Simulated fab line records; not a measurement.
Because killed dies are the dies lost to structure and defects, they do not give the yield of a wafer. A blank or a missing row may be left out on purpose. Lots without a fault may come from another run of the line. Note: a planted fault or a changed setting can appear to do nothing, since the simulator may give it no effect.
Which tool is to blame? + flow nand_harc + Sampling: 12 lots, 36 wafers, 2 of 1302 route steps

WHAT THE GAUGES SHOWED, per wafer
NHARC_A_CHANNEL_HOLE_D2_INSPECT_40. Usual: raw_defect_count at 295, with a standard deviation of 88.
| lot  | measured     | on                | raw_defect_count | flag |
|------|--------------|-------------------|------------------|------|
| L603 | day 13 16:38 | defect_inspect-02 | 232 270 189      |      |
| L604 | day 13 20:50 | defect_inspect-02 | 325 425 427      |      |
| L607 | day 15 01:44 | defect_inspect-02 | 340 399 303      |      |
| L606 | day 15 01:43 | defect_inspect-01 | 197 223 234      |      |
| L609 | day 16 09:05 | defect_inspect-02 | 270 304 306      |      |
| L610 | day 16 11:43 | defect_inspect-01 | 379 550 421      |      |
| L611 | day 16 17:04 | defect_inspect-02 | 340 311 327      |      |
| L614 | day 18 10:12 | defect_inspect-02 | 248 278 231      |      |
| L621 | day 20 19:01 | defect_inspect-02 | 206 159 190      |      |
| L623 | day 21 10:40 | defect_inspect-02 | 305 321 217      |      |
| L625 | day 23 00:14 | defect_inspect-02 | 249 278 157      |      |
| L626 | day 23 12:59 | defect_inspect-01 | 340 183 179      |      |

TOOL THAT RAN EACH LOT (tool first, then ch and the chambers of the sampled wafers, then the start)
| lot  | NHARC_A_CHANNEL_HOLE_D2_ETCH_16               |
|------|-----------------------------------------------|
| L603 | rie_diel-12 ch 0,1,3, day 13 16:38 or earlier |
| L604 | rie_diel-08 ch 0,3, day 13 20:50 or earlier   |
| L607 | rie_diel-12 ch 1,3, day 15 01:44 or earlier   |
| L606 | rie_diel-05 ch 1,2,3, day 15 01:43 or earlier |
| L609 | rie_diel-08 ch 0,1, day 16 09:05 or earlier   |
| L610 | rie_diel-05 ch 0,1, day 16 11:43 or earlier   |
| L611 | rie_diel-12 ch 0,2,3, day 16 17:04 or earlier |
| L614 | rie_diel-12 ch 0,1,3, day 18 10:12 or earlier |
| L621 | rie_diel-08 ch 2,3, day 20 19:01 or earlier   |
| L623 | rie_diel-08 ch 0,2,3, day 21 10:40 or earlier |
| L625 | rie_diel-05 ch 0,3, day 23 00:14 or earlier   |
| L626 | rie_diel-08 ch 0,2,3, day 23 12:59 or earlier |
- NHARC_A_CHANNEL_HOLE_D2_ETCH_16: etches the open film in O2/COS, target depth 3100 nm, time 806 s.

WHAT THE TOOLS THEMSELVES READ (means of the sampled wafers that have a number; where no wafer has one, the mark that the record gives instead)
NHARC_A_CHANNEL_HOLE_D2_ETCH_16. Usual: drypump_motor_current_A 5.6 A, standard deviation 0.35; oes_product_au 1.000 a.u., standard deviation 0.014; rf_vpp_V 313.9 V, standard deviation 1.9; showerhead_plenum_p_Torr 3.11 Torr, standard deviation 0.12; throttle_valve_pct 28.331 %, standard deviation 0.0089.
| lot  | tool        | drypump_motor_current_A (A) | oes_product_au (a.u.) | rf_vpp_V (V) | showerhead_plenum_p_Torr (Torr) | throttle_valve_pct (%) | flag |
|------|-------------|-----------------------------|-----------------------|--------------|---------------------------------|------------------------|------|
| L603 | rie_diel-12 | 5.6                         | 0.985                 | 312.7        | 3.08                            | 28.334                 |      |
| L604 | rie_diel-08 | 6.0                         | 0.983                 | 312.3        | 3.03                            | 28.334                 |      |
| L607 | rie_diel-12 | 5.8                         | 0.980                 | 314.3        | 3.13                            | 28.328                 |      |
| L606 | rie_diel-05 | 5.7                         | 1.005                 | 315.9        | 3.20                            | 28.332                 |      |
| L609 | rie_diel-08 | 5.2                         | 0.993                 | 312.8        | 2.97                            | 28.332                 |      |
| L610 | rie_diel-05 | 5.8                         | 0.993                 | 315.4        | 3.23                            | 28.333                 |      |
| L611 | rie_diel-12 | 5.6                         | 0.998                 | 314.3        | 3.12                            | 28.335                 |      |
| L614 | rie_diel-12 | 5.7                         | 0.986                 | 313.2        | 3.07                            | 28.328                 |      |
| L621 | rie_diel-08 | 5.9                         | 1.005                 | 313.6        | 3.08                            | 28.332                 |      |
| L623 | rie_diel-08 | 5.8                         | 1.003                 | 311.8        | 3.01                            | 28.328                 |      |
| L625 | rie_diel-05 | 5.5                         | 1.007                 | 314.4        | 3.13                            | 28.329                 |      |
| L626 | rie_diel-08 | 5.8                         | 0.997                 | 312.6        | 3.01                            | 28.328                 |      |

THE ANSWER, worked out from the rows above alone
Rule: a lot is off if the mean of its wafers that have a number lies more than 3 standard deviations from the usual mean. A lot without any number at a reading at which 4 lots or more have one is off too. The other lots that the step has rows for count as sound. First the gauges in route order, then the tools' own readings, where a lot's mean is used as printed above. At the first step where some lot is off, the reading lying furthest off is the one used; lots without a number count as furthest.
Across all readings shown, no lot is off: no conclusion can be drawn from this.

WHAT WAS PUT IN BY THE SIMULATOR
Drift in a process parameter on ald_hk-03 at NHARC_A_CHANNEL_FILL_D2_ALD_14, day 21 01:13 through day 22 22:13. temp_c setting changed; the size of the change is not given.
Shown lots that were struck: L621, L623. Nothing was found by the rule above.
